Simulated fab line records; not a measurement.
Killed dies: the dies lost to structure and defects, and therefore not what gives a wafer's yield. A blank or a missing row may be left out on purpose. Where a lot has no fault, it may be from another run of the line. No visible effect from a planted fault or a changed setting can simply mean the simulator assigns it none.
fab line records    flow nand_harc
[record] lots = 14  wafers = 42  last_day = 32
route steps=1302 shown P_CONTACT@248 THIN_TSV@1265 END@1302
lots that met no fault: taken from a fault-free run of the same line
start_h: start of the lot's first displayed wafer, in hours after the record's first day    wait_h: hours elapsed since this lot's preceding step    " the same as in the row above    L1.1+2: several wafers, shown together as one row    - either no value or no given start    * or withheld: withheld    < > ~ a bound
route shown NAME@n: NAME is a module with steps in the file, n the number in the route of the first one    usual: mean/standard deviation taken from wafers without a fault    same: alike in all rows    chamber/n: place in a boat    sites: each site's reading    _std_site: standard deviation of those values    _edge_site: inner sites' mean taken away from outer sites' mean    radius_mm: how far each site lies from the wafer's centre    mask NAME#n: copy n    behind: the most recent tool/chamber to have shaped the wafer    hold: cause of the lot's hold/its duration in hours/its outcome    device: transistor that didn't switch, given as n, p or np    end of line: at the end of the route, the tests of the same wafers    for a step that has no rows: nothing shown but its recipe    killed: at the first sort, the dies lost to defects and structure; wafer yield is something else    map: per-die view of a wafer (x killed, . not killed, _ where there is no die)
set.NAME: the run value of the setting; set.NAME@STEP: its run value at that earlier step    model.NAME: the simulator's own value behind a step, which no gauge read
route steps across a sampled set of lots; one table per step, one row per wafer
services: a tool's chamber out of use, with start hour (start_h, from the record's first day; less than 0 if before it), hours out, and reason
[[steps]]
[step NHARC_P_CONTACT_CVD_23]
[recipe] target_thk_a = 2000  temp_c = 300  pressure_torr = 40  wf6_flow_sccm = 40  h2_flow_sccm = 1600  ar_flow_sccm = 1560  time_s = 557  material = W
[usual] heater_power_w = 478/36  throttle_valve_pct = 8.0/0.32
[same] time_s = 557
lot.wafer  tool      chamber  start_h  wait_h  heater_power_w  throttle_valve_pct
L566.2     cvd_w-01  0        115.28   -       457             8.1
L566.6     "         0        "        "       462             8.2
L566.5     "         1        "        "       477             8.2
L567.1     cvd_w-02  0        130.75   -       422             8.0
L567.3     "         0        "        "       432             8.0
L567.5     "         1        "        "       515             7.8
L570.1     cvd_w-02  1        158.12   -       515             7.4
L570.2     "         0        "        "       444             7.7
L570.3     "         0        "        "       435             8.1
L571.2     cvd_w-02  0        176.49   -       426             7.9
L571.4     "         0        "        "       440             7.7
L571.6     "         1        "        "       526             7.2
L572.1     cvd_w-02  0        179.75   -       448             8.2
L572.4     "         0        "        "       433             8.2
L572.6     "         1        "        "       512             7.6
L573.1     cvd_w-02  1        197.89   -       521             7.7
L573.4     "         1        "        "       515             7.4
L573.6     "         0        "        "       440             8.1
L574.2     cvd_w-01  0        198.33   -       449             8.1
L574.3     "         0        "        "       453             8.1
L574.5     "         1        "        "       484             8.2
L575.1     cvd_w-02  1        204.45   -       525             7.2
L575.2     "         0        "        "       437             8.0
L575.3     "         0        "        "       441             7.8
L576.3     cvd_w-01  1        221.67   -       486             8.0
L576.4     "         0        "        "       451             8.1
L576.5     "         0        "        "       451             8.3
L578.2     cvd_w-01  0        235.31   -       473             8.0
L578.3     "         0        "        "       469             8.1
L578.5     "         0        "        "       459             8.2
L579.3     cvd_w-02  1        264.50   -       520             7.5
L579.6     "         0        "        "       436             8.1
L579.5     "         1        "        "       534             7.2
L580.1     cvd_w-02  1        266.75   -       511             7.4
L580.4     "         1        "        "       512             7.5
L580.5     "         0        "        "       430             8.0
L582.2     cvd_w-02  0        286.30   -       435             8.0
L582.3     "         0        "        "       429             8.0
L582.6     "         0        "        "       431             8.1
L584.2     cvd_w-02  1        304.18   -       519             7.7
L584.6     "         0        "        "       437             8.1
L584.5     "         1        "        "       530             7.5
[step NHARC_THIN_TSV_STRIP_45]
[recipe] power_w = 1500  temp_c = 250  chemistry = O2
[usual] drypump_motor_current_A = 5.5/0.37  heater_power_w = 328/12
lot.wafer  tool             chamber  start_h  wait_h  drypump_motor_current_A  heater_power_w  rf_hours_counter_h
L566.2     plasma_asher-01  1        528.74   0.1     5.3                      334             0
L566.5     "                0        "        "       5.4                      330             -
L566.6     "                1        "        "       5.3                      325             -
L567.1     plasma_asher-02  0        562.67   0.1     5.3                      324             29
L567.3     "                1        "        "       6.1                      294             -
L567.5     "                0        "        "       5.3                      328             -
L571.2     plasma_asher-01  0        582.37   0.1     5.4                      322             10
L571.4     "                1        "        "       5.3                      331             -
L571.6     "                0        "        "       5.4                      318             -
L570.1     plasma_asher-02  1        583.54   0.1     6.2                      296             33
L570.2     "                0        "        "       5.3                      338             33
L570.3     "                0        "        "       5.3                      327             -
L572.1     plasma_asher-01  0        602.26   0.1     5.4                      330             15
L572.4     "                1        "        "       5.3                      325             -
L572.6     "                0        "        "       5.4                      326             -
L574.2     plasma_asher-02  0        622.47   0.1     5.3                      342             2
L574.3     "                1        "        "       6.1                      326             -
L574.5     "                0        "        "       5.3                      337             -
L573.1     plasma_asher-02  0        623.79   0.1     5.3                      348             2
L573.4     "                0        "        "       5.3                      342             -
L573.6     "                1        "        "       6.1                      327             -
L575.1     plasma_asher-02  0        637.31   0.1     5.3                      350             4
L575.2     "                1        "        "       6.1                      319             4
L575.3     "                0        "        "       5.2                      353             -
L576.4     plasma_asher-01  1        648.29   0.2     5.3                      332             -
L576.3     "                0        "        "       5.4                      335             -
L576.5     "                0        "        "       5.4                      321             -
L578.2     plasma_asher-01  0        649.45   0.1     5.4                      329             24
L578.3     "                1        "        "       5.3                      329             -
L578.5     "                0        "        "       5.4                      331             -
L580.1     plasma_asher-02  0        678.41   0.1     5.3                      339             13
L580.4     "                0        "        "       5.2                      341             -
L580.5     "                0        "        "       5.3                      347             -
L579.3     plasma_asher-02  1        685.60   0.2     6.1                      329             -
L579.6     "                1        "        "       6.1                      316             -
L579.5     "                0        "        "       5.2                      339             -
L582.2     plasma_asher-02  0        695.46   0.1     5.2                      343             18
L582.3     "                1        "        "       6.1                      326             -
L582.6     "                1        "        "       6.1                      317             -
L584.2     plasma_asher-01  1        736.66   0.1     5.3                      319             5
L584.6     "                1        "        "       5.3                      322             -
L584.5     "                0        "        "       5.4                      333             -
[step NHARC_THIN_TSV_ANNEAL_52]
[recipe] temp_c = 225  time_s = 90
[usual] wafer_temp_C_max = 226.14/0.26
[same] time_s = 90
lot.wafer  tool           chamber  start_h  wait_h  wafer_temp_C_max
L566.2     rtp_anneal-02  0        531.76   0.7     225.78
L566.5     "              0        "        "       226.20
L566.6     "              0        "        "       226.09
L567.1     rtp_anneal-01  0        565.60   0.5     227.06
L567.3     "              0        "        "       226.34
L567.5     "              0        "        "       226.33
L571.2     rtp_anneal-02  0        585.36   0.7     225.84
L571.4     "              0        "        "       226.32
L571.6     "              0        "        "       226.24
L570.1     rtp_anneal-02  0        586.46   0.6     226.42
L570.2     "              0        "        "       226.13
L570.3     "              0        "        "       226.54
L572.1     rtp_anneal-01  0        605.14   0.5     226.02
L572.4     "              0        "        "       226.21
L572.6     "              0        "        "       225.93
L574.2     rtp_anneal-02  0        625.44   0.6     226.04
L574.3     "              0        "        "       226.00
L574.5     "              0        "        "       226.21
L573.1     rtp_anneal-02  0        626.67   0.5     226.36
L573.4     "              0        "        "       226.10
L573.6     "              0        "        "       225.97
L575.1     rtp_anneal-01  0        640.23   0.5     225.97
L575.2     "              0        "        "       225.92
L575.3     "              0        "        "       225.93
L576.3     rtp_anneal-02  0        651.51   0.5     226.01
L576.4     "              0        "        "       225.90
L576.5     "              0        "        "       226.10
L578.2     rtp_anneal-02  0        652.36   0.6     226.20
L578.3     "              0        "        "       226.33
L578.5     "              0        "        "       225.95
L580.1     rtp_anneal-02  0        681.32   0.6     226.11
L580.4     "              0        "        "       225.88
L580.5     "              0        "        "       226.31
L579.3     rtp_anneal-01  0        688.52   0.5     225.98
L579.5     "              0        "        "       226.13
L579.6     "              0        "        "       225.99
L582.2     rtp_anneal-02  0        698.42   0.7     225.73
L582.3     "              0        "        "       225.90
L582.6     "              0        "        "       225.80
L584.2     rtp_anneal-02  0        739.63   0.6     225.97
L584.5     "              0        "        "       226.01
L584.6     "              0        "        "       226.07
[step NHARC_THIN_TSV_CD_MEAS_37]
[usual] cd_nm = 5000/3.1
lot.wafer  tool       chamber  start_h  wait_h  cd_nm
L566.2     cd_sem-03  -        535.10   -       4998
L566.5     "          -        "        "       5000
L566.6     "          -        "        "       4999
L567.1     cd_sem-03  -        568.99   -       4997
L567.3     "          -        "        "       5001
L567.5     "          -        "        "       4997
L571.2     cd_sem-01  -        588.61   -       5002
L571.4     "          -        "        "       5004
L571.6     "          -        "        "       5002
L570.1     cd_sem-01  -        589.85   -       5004
L570.2     "          -        "        "       5000
L570.3     "          -        "        "       4996
L572.1     cd_sem-02  -        608.47   -       4999
L572.4     "          -        "        "       5000
L572.6     "          -        "        "       5000
L574.2     cd_sem-01  -        628.79   -       5003
L574.3     "          -        "        "       5002
L574.5     "          -        "        "       4998
L573.1     cd_sem-01  -        630.05   -       5001
L573.4     "          -        "        "       4999
L573.6     "          -        "        "       5004
L575.1     cd_sem-01  -        643.49   -       5000
L575.2     "          -        "        "       4998
L575.3     "          -        "        "       5003
L576.3     cd_sem-01  -        654.88   -       5000
L576.4     "          -        "        "       5000
L576.5     "          -        "        "       4998
L578.2     cd_sem-01  -        655.72   -       4992
L578.3     "          -        "        "       4999
L578.5     "          -        "        "       4992
L580.1     cd_sem-03  -        684.57   -       5001
L580.4     "          -        "        "       4998
L580.5     "          -        "        "       4998
L579.3     cd_sem-03  -        691.80   -       5004
L579.5     "          -        "        "       4997
L579.6     "          -        "        "       4994
L582.2     cd_sem-02  -        702.05   -       5004
L582.3     "          -        "        "       5001
L582.6     "          -        "        "       5005
L584.2     cd_sem-01  -        742.85   -       4996
L584.5     "          -        "        "       4997
L584.6     "          -        "        "       4999
[step NHARC_END_SORT_01]
[recipe] temp_c = 25
[usual] killed_at_array = 53/19  killed_at_other = 0.7/1.1  killed_at_periphery = 4.2/2.7  killed_dies = 58/18  killed_open = 3.1/1.9  killed_short = 2.5/1.6
[same] gross_dies = 677
lot.wafer  tool       chamber  start_h  wait_h  killed_at_array  killed_at_other  killed_at_periphery  killed_dies  killed_open  killed_short
L582.2     prober-01  0        709.06   2.8     60               3                23                   86           3            1
L582.3     prober-01  0        709.85   3.1     52               1                19                   72           0            0
L582.6     prober-01  0        712.24   4.0     59               1                26                   86           5            1
L584.2     prober-01  0        752.90   2.8     91               0                4                    95           3            3
L584.5     prober-01  0        755.32   3.7     93               0                3                    96           3            5
L584.6     prober-01  0        756.12   4.0     64               0                21                   85           1            0
// killed by level:class
L582.2 A_SLIT:chamber_film_flake=36 P_CONTACT:unspecified=16 A_CHANNEL_HOLE_D1:chamber_film_flake=9 A_CONTACT:chamber_film_flake=5 P_STI:chamber_film_flake=3 A_DECK1_JOINT:chamber_film_flake=3 P_M1:chamber_film_flake=2 A_STAIRCASE:chamber_film_flake=2
L582.3 A_SLIT:chamber_film_flake=33 P_CONTACT:unspecified=15 A_CHANNEL_HOLE_D1:chamber_film_flake=12 P_M1:chamber_film_flake=4 A_DECK1_JOINT:chamber_film_flake=3 A_CONTACT:chamber_film_flake=3 A_CHANNEL_FILL_D2:chamber_film_flake=1 THIN_TSV:chamber_film_flake=1
L582.6 A_SLIT:chamber_film_flake=38 P_CONTACT:unspecified=19 A_CHANNEL_HOLE_D1:chamber_film_flake=7 A_CONTACT:chamber_film_flake=7 A_STAIRCASE:chamber_film_flake=2 P_STI:chamber_film_flake=2 P_M1:chamber_film_flake=2 P_GATE:geometric_particle:open=1
L584.2 A_SLIT:chamber_film_flake=34 A_CHANNEL_HOLE_D1:chamber_film_flake=23 A_CHANNEL_HOLE_D2:chamber_film_flake=22 A_CONTACT:chamber_film_flake=6 P_STI:chamber_film_flake=3 P_GATE:geometric_particle:open=1 A_ONON_D1:geometric_particle:open=1 A_CHANNEL_HOLE_D1:geometric_particle:short=1
L584.5 A_SLIT:chamber_film_flake=33 A_CHANNEL_HOLE_D1:chamber_film_flake=23 A_CHANNEL_HOLE_D2:chamber_film_flake=22 A_CONTACT:chamber_film_flake=3 A_ONON_D1:geometric_particle:short=2 A_WL_FILL:geometric_particle:short=2 P_STI:chamber_film_flake=2 A_DECK1_JOINT:chamber_film_flake=2
L584.6 A_CHANNEL_HOLE_D1:chamber_film_flake=30 A_SLIT:chamber_film_flake=15 P_CONTACT:unspecified=13 A_CHANNEL_HOLE_D2:chamber_film_flake=10 A_CONTACT:chamber_film_flake=7 P_STI:chamber_film_flake=6 P_ZERO_WELL:chamber_film_flake=2 A_WL_FILL:geometric_particle:open=1
[[services]]
tool             chamber  start_h  hours  kind
plasma_asher-01  -        103.63   12.6   repair
plasma_asher-01  -        165.00   9.0    pm
cvd_w-01         -        185.00   13.0   pm
cvd_w-02         1        228.95   5.9    repair
plasma_asher-02  -        249.00   9.0    pm
plasma_asher-02  -        258.12   2.3    repair
cvd_w-02         -        269.00   13.0   pm
cvd_w-01         0        287.64   7.9    repair
plasma_asher-01  -        298.94   0.4    repair
plasma_asher-01  -        342.32   9.0    pm
plasma_asher-02  -        371.98   0.4    repair
cvd_w-02         0        378.23   4.4    repair
plasma_asher-02  -        426.00   9.0    pm
cvd_w-02         -        450.00   13.0   pm
plasma_asher-02  -        515.57   0.4    repair
plasma_asher-01  -        519.56   9.0    pm
plasma_asher-01  -        556.06   3.8    repair
plasma_asher-02  -        603.00   9.0    pm
plasma_asher-01  -        608.42   3.0    repair
plasma_asher-02  -        620.35   0.4    repair
cvd_w-02         -        625.20   0.7    repair
cvd_w-02         -        631.00   13.0   pm
plasma_asher-01  -        643.22   4.4    repair
plasma_asher-01  -        696.56   9.0    pm
[[key]]
[first_sign] step = NHARC_END_SORT_01  reading = killed_at_periphery  direction = up  sigmas = 6.7  usual = 4.2  struck = 22.2
effect none on later readings
met_at NHARC_P_CONTACT_CVD_23
struck_lots L582,L584
struck_wafers L582.2,L582.3,L582.6,L584.6
tester_left_out L582,L584
not_acting_at NHARC_THIN_TSV_STRIP_45,NHARC_THIN_TSV_ANNEAL_52,NHARC_THIN_TSV_CD_MEAS_37
onset_between 266.75 286.30
[fault] kind = chamber_particle_source  tool = cvd_w-02  chamber = 0  onset_h = 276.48  steps = NHARC_P_CONTACT_CVD_23  rate_per_visit_cm2 = 0.03517  end_h = 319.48
// tester_left_out: of these lots the tester's yield and bins aren't shown, on N5 and GAA mostly nor the transistor test; their killed dies are dies lost to structure and defects alone, not to doping, threshold or leakage, so they don't give the yield
